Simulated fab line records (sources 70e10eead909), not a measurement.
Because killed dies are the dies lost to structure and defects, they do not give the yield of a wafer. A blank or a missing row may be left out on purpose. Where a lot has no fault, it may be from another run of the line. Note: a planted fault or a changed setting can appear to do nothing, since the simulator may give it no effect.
Struck lot and sound lot, side by side :: flow nandHarc :: 16 steps out of a route of 1302
Sound: wafers L512.2, L512.3, L512.6. Struck: wafer L526.3; the same lot's L526.5 was not struck, so it is left out; see the end for the cause.
Each step with rows lists, per side, the tool, then ch with its chambers, then its first start. Under that, the readings that differ: sound wafers :: struck wafers :: difference of the means :: sigmas: that difference in standard deviations of wafers without a fault.
alike: readings with means less than 2 such deviations apart, plus words and numbers identical on both sides. not compared: withheld readings, readings lacking a value on some wafer, bounds such as >300 that could conceal the same value, and numbers that have no deviation in the record and whose values overlap.
Wherever a step has rows on one side only, a row that says differs or no value, or a row with sigmas, the two part there. When numbers do not overlap yet have no deviation, they are printed without sigmas and do not part them. A reading missing from all wafers of one side parts the sides only when that side holds two or more wafers.

NHARC_A_DECK1_JOINT_INSPECT_05:
  sound: defectInspect-02 at day 13 13:50; struck: defectInspect-02 at day 19 03:39
  alike: rawDefectCount
then, no rows for these wafers at 1 step: NHARC_A_ONON_D2_DEP_00 (target thk 1000 nm).
NHARC_A_ONON_D2_THK_MEAS_02: measures by ellipsometry.
  sound: filmMetro-01 at day 13 14:24; struck: filmMetro-02 at day 19 04:13
  alike: thkNm
then, no rows for these wafers at 1 step: NHARC_A_ONON_D2_DEP_03 (target thk 1000 nm).
NHARC_A_ONON_D2_THK_MEAS_05: measures by ellipsometry.
  sound: filmMetro-01 at day 13 14:58; struck: filmMetro-02 at day 19 04:47
  alike: thkNm
then, no rows for these wafers at 1 step: NHARC_A_ONON_D2_DEP_06 (target thk 1000 nm).
NHARC_A_ONON_D2_THK_MEAS_08: measures by ellipsometry.
  sound: filmMetro-02 at day 13 15:32; struck: filmMetro-02 at day 19 05:22
  alike: thkNm
then, no rows for these wafers at 1 step: NHARC_A_ONON_D2_DEP_09 (target thk 1000 nm).
NHARC_A_ONON_D2_THK_MEAS_11: measures by ellipsometry.
  sound: filmMetro-02 at day 13 16:07; struck: filmMetro-01 at day 19 05:56
  alike: thkNm
then, no rows for these wafers at 1 step: NHARC_A_ONON_D2_DEP_12 (target thk 1000 nm).
NHARC_A_ONON_D2_THK_MEAS_14: measures by ellipsometry.
  sound: filmMetro-01 at day 13 16:41; struck: filmMetro-02 at day 19 06:30
reading: thkNm (nm)
sound: 996 995 996
struck: 1025
difference: +29
sigmas: +3
then, 1 step without rows for these wafers: NHARC_A_ONON_D2_ANNEAL_15 (time 3600 s).
NHARC_A_ONON_D2_DEP_16: target thk 1000 nm.
  sound on pecvdOnon-01 ch 0, day 14 00:14; struck on pecvdOnon-03 ch 0, day 19 13:52
  alike: n2FlowSccm
NHARC_A_ONON_D2_THK_MEAS_18: measures by ellipsometry.
  sound: filmMetro-01 at day 14 00:41; struck: filmMetro-02 at day 19 14:16
reading: thkNm (nm)
sound: 1009 1008 1007
struck: 906
difference: -102
sigmas: -12
then, no rows for these wafers at 1 step: NHARC_A_ONON_D2_DEP_19 (target thk 1000 nm).
-- record jumps: 12 days between struck wafers' starts before vs after; left off in module A_ONON_D2, resumes in module END, first step shown is number 1302 of the route --
NHARC_END_SORT_01:
  sound on prober-02 ch 0, day 25 04:52; struck on prober-02 ch 0, day 31 03:33
reading: killedAtArray
sound: 72 68 88
struck: 675
difference: +599
sigmas: +30

reading: killedAtPeriphery
sound: 5 8 12
struck: 2
difference: -6
sigmas: -2

reading: killedDies
sound: 77 77 101
struck: 677
difference: +592
sigmas: +30

reading: killedOpen
sound: 0 3 3
struck: 6
difference: +4
sigmas: +2
  alike: killedAtOther, killedShort

WHERE THEY PART
First at NHARC_A_ONON_D2_THK_MEAS_14; last, within this record, at NHARC_END_SORT_01.

WHY: what had been put in by the simulator
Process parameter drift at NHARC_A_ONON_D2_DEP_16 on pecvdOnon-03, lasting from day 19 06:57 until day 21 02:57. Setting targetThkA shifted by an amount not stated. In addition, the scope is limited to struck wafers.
